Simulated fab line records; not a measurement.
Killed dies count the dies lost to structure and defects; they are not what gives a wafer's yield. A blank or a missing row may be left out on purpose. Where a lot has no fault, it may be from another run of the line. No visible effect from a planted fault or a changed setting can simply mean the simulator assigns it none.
Matching of chambers | flow nand harc | 4 sister chambers for NHARC_A_CHANNEL_HOLE_D1_ETCH_44 on rie diel-09
The step etches the open film in CF4/O2, target depth 140 nm, overetch 14 nm, time 77 s. 20 wafers are shown with their chamber, then 10 later ones without.

## WAFERS PAIRED WITH THEIR CHAMBERS
wafer  | chamber | rf vpp V (V) | oes product au (a.u.) | throttle valve pct (%)
L282.2 | 2       | 195.1        | 1.010                 | 13.402
L282.3 | 0       | 197.2        | 1.008                 | 13.401
L282.6 | 1       | 197.5        | 0.999                 | 13.385
L284.2 | 3       | 197.1        | 1.004                 | 13.396
L284.3 | 1       | 198.4        | 0.989                 | 13.402
L284.4 | 0       | 197.8        | 0.998                 | 13.396
L286.1 | 2       | 195.9        | 1.006                 | 13.404
L286.2 | 1       | 198.5        | 0.996                 | 13.401
L286.3 | 3       | 196.1        | 1.004                 | 13.408
L288.2 | 1       | 198.1        | 0.995                 | 13.397
L288.4 | 0       | 197.4        | 0.992                 | 13.400
L288.6 | 1       | 198.8        | 0.993                 | 13.396
L291.2 | 1       | 196.6        | 1.003                 | 13.405
L291.4 | 2       | 196.1        | 1.010                 | 13.409
L291.5 | 1       | 197.8        | 1.005                 | 13.402
L299.3 | 1       | 198.4        | 1.015                 | 13.392
L299.4 | 3       | 196.0        | 0.993                 | 13.399
L299.6 | 3       | 197.5        | 1.000                 | 13.375
L301.4 | 1       | 199.5        | 1.009                 | 13.384
L301.5 | 0       | 198.0        | 1.000                 | 13.391

SIGNATURES, as means of the wafers listed above
reading            | chamber 0 | chamber 1 | chamber 2 | chamber 3 | scatter within a chamber
rf vpp V           | 197.600   | 198.178   | 195.700   | 196.675   | 0.709
oes product au     | 0.99950   | 1.00044   | 1.00867   | 1.00025   | 0.00695
throttle valve pct | 13.39700  | 13.39600  | 13.40500  | 13.39450  | 0.00842
Rule: for a wafer and a chamber, the distance is found by dividing, reading by reading, the gap between the wafer's reading and the chamber's mean by the reading's scatter, squaring, summing and taking the root. If the next closest chamber is less than 2 further off than the closest, the wafer can't be placed; otherwise it belongs to the closest. The scatter: take each reading less its chamber's mean, square it, sum over the shown wafers, divide by the number of wafers less the number of chambers, and take the root.

## WAFERS MISSING THEIR CHAMBER
wafer  | rf vpp V (V) | oes product au (a.u.) | throttle valve pct (%)
L301.6 | 196.9        | 0.997                 | 13.403
L302.1 | 197.2        | 1.004                 | 13.415
L302.2 | 196.4        | 1.005                 | 13.401
L302.4 | 198.5        | 1.010                 | 13.400
L304.2 | 196.6        | 0.993                 | 13.394
L304.3 | 197.4        | 0.997                 | 13.401
L304.5 | 198.2        | 0.997                 | 13.404
L305.1 | 197.3        | 1.008                 | 13.408
L305.2 | 196.7        | 0.991                 | 13.392
L305.5 | 196.3        | 1.008                 | 13.399

## WHICH CHAMBER EACH ONE RAN IN
wafer  | from the rows above               | in truth
L301.6 | can't be placed: 3 or 0 or 1 or 2 | 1
L302.1 | can't be placed: 0 or 2 or 3 or 1 | 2
L302.2 | can't be placed: 3 or 2 or 0 or 1 | 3
L302.4 | can't be placed: 1 or 0 or 3      | 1
L304.2 | can't be placed: 3 or 0 or 1 or 2 | 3
L304.3 | can't be placed: 0 or 1 or 3      | 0
L304.5 | can't be placed: 1 or 0 or 3      | 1
L305.1 | can't be placed: 0 or 3 or 1 or 2 | 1
L305.2 | can't be placed: 3 or 0 or 1 or 2 | 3
L305.5 | can't be placed: 2 or 3 or 0 or 1 | 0
Correctly placed: 0 of 10. Can't be placed from these rows: 10 (the true chamber is among the candidates in 10). Wrongly placed: 0.
